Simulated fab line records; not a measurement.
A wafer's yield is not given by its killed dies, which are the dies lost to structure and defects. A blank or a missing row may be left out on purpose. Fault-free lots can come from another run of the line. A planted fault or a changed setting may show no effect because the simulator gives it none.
Split-lot experiment + flow n5-finfet + 21 wafers read across 7 lots, on a route 1938 steps long

== THE SPLIT ==
At N5_PMOS_HMC_CHANNEL_EPI_EXPOSE_06 (exposes mask PMOS HMC BLK, target cd 240 nm), the setting dose-mj was moved away from the recipe's 41 on 9 of the 21 wafers read, by +2.5% to +7.0%. All remaining wafers had this setting at the recipe value.

== THE PATH FROM SPLIT TO READING: the file shows 1 step between them ==
- N5_PMOS_HMC_CHANNEL_EPI_DEVELOP_08: develop time 30 s (also split here: develop-time-s)

== THE READING ==
Shown in nm: cd-nm at N5_PMOS_HMC_CHANNEL_EPI_CD_MEAS_09, with target cd 237.4 nm. A value of 237.9 nm with a standard deviation of 1.1 nm is what fault-free wafers of this fab line usually give.

| wafer  | tool, chamber at the split | dose-mj as run | against the recipe | cd-nm, nm | against lot-mates on the recipe |
|--------|----------------------------|----------------|--------------------|-----------|---------------------------------|
| L076.1 | arfi-scanner-03, 0         | 42.69          | +4.1%              | 242.1     | no lot-mate on the recipe       |
| L076.2 | arfi-scanner-03, 0         | 42.69          | +4.1%              | 243.2     | no lot-mate on the recipe       |
| L076.5 | arfi-scanner-03, 0         | 42.69          | +4.1%              | 242.9     | no lot-mate on the recipe       |
| L080.1 | arfi-scanner-01, 0         | 41             | recipe             | 237.8     | -                               |
| L080.3 | arfi-scanner-01, 0         | 41             | recipe             | 238.4     | -                               |
| L080.6 | arfi-scanner-01, 0         | 41             | recipe             | 237.7     | -                               |
| L089.3 | arfi-scanner-01, 0         | 41             | recipe             | 237.4     | -                               |
| L089.4 | arfi-scanner-01, 0         | 41             | recipe             | 238.1     | -                               |
| L089.5 | arfi-scanner-01, 0         | 42.6           | +3.9%              | 239.6     | +1.8                            |
| L091.2 | arfi-scanner-01, 0         | 42.03          | +2.5%              | 237.4     | +3.2                            |
| L091.4 | arfi-scanner-01, 0         | 41             | recipe             | 234.5     | -                               |
| L091.6 | arfi-scanner-01, 0         | 41             | recipe             | 233.8     | -                               |
| L094.1 | arfi-scanner-03, 0         | 43.74          | +6.7%              | 243.0     | +5.8                            |
| L094.2 | arfi-scanner-03, 0         | 41             | recipe             | 237.2     | -                               |
| L094.5 | arfi-scanner-03, 0         | 43.74          | +6.7%              | 244.1     | +6.9                            |
| L095.2 | arfi-scanner-02, 0         | 41             | recipe             | 236.5     | -                               |
| L095.3 | arfi-scanner-02, 0         | 41             | recipe             | 236.9     | -                               |
| L095.6 | arfi-scanner-02, 0         | 41             | recipe             | 236.5     | -                               |
| L096.2 | arfi-scanner-03, 0         | 41             | recipe             | 236.8     | -                               |
| L096.4 | arfi-scanner-03, 0         | 43.89          | +7.0%              | 241.8     | +5.0                            |
| L096.6 | arfi-scanner-03, 0         | 43.89          | +7.0%              | 242.1     | +5.3                            |

THE FIT
A straight line over all 21 wafers: cd-nm changes by +0.938 nm for each +1% of dose-mj; r = +0.87; the points scatter about the line by 1.5 nm.
The same after taking each lot's own level away (the mean of its wafers on the recipe; 18 wafers): +0.819 nm for each +1%; r = +0.97; scatter 0.66 nm.
On that fit, the largest move of dose-mj shifts the reading by 5.8 nm.
The span of the lots' own levels, 234.15 to 237.97 nm, comes to 3.5 times the standard deviation stated above.
So the lot-to-lot level changes the slope: the two fits differ.
Check: +6.04 nm against its lot-mates is what the line predicts for one of the wafers moved furthest among these (+7.0%) when that wafer is left out of the fit. It came out at +5 nm against them.

== THE OTHER SPLITS THESE WAFERS WENT THROUGH ==
These wafers also went through other splits before the reading. Each is held against what the fit with the lots' levels taken away leaves over:
| other split on the same wafers                    | wafers away from the commonest value | r with cd-nm (lot level and that fit taken away) |
|---------------------------------------------------|--------------------------------------|--------------------------------------------------|
| N5_WELL_APT_EXPOSE_05 dose-mj                     | 8                                    | +0.23                                            |
| N5_WELL_APT_DEVELOP_07 develop-time-s             | 8                                    | +0.61                                            |
| N5_PMOS_HMC_CHANNEL_EPI_DEVELOP_08 develop-time-s | 9                                    | -0.12                                            |

== THE WHOLE CHAIN: every reading that the file lists as answering this split, in the file's order ==
| step                                  | what it does                                                           | reading                                                                     | change (the file's fit)               | r (the file's) |
|---------------------------------------|------------------------------------------------------------------------|-----------------------------------------------------------------------------|---------------------------------------|----------------|
| N5_PMOS_HMC_CHANNEL_EPI_CD_MEAS_09    | target cd 237.4 nm                                                     | cd-nm                                                                       | +0.815 nm for each +1% of the setting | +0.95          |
| N5_PMOS_HMC_CHANNEL_EPI_DESCUM_14     | chemistry O2, time 7.9 s                                               | PMOS_HMC_CHANNEL_EPI.cd-nm (the simulator's own value, which no gauge read) | +0.829 nm for each +1% of the setting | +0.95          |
| N5_PMOS_HMC_CHANNEL_EPI_ETCH_32       | etches BARC in N2/H2, stops on SiO2, target depth 85.8 nm, time 50.3 s | PMOS_HMC_CHANNEL_EPI.cd-nm (the simulator's own value, which no gauge read) | +0.8 nm for each +1% of the setting   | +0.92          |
| N5_PMOS_HMC_CHANNEL_EPI_FIN_RECESS_16 | chemistry HBr/Cl2, target Si, target depth 54 nm, time 18 s            | PMOS_HMC_CHANNEL_EPI.cd-nm (the simulator's own value, which no gauge read) | +0.805 nm for each +1% of the setting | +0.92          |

== THE FILE'S OWN FIT ==
cd-nm changes by +0.815 nm for each +1% of dose-mj, r = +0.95.
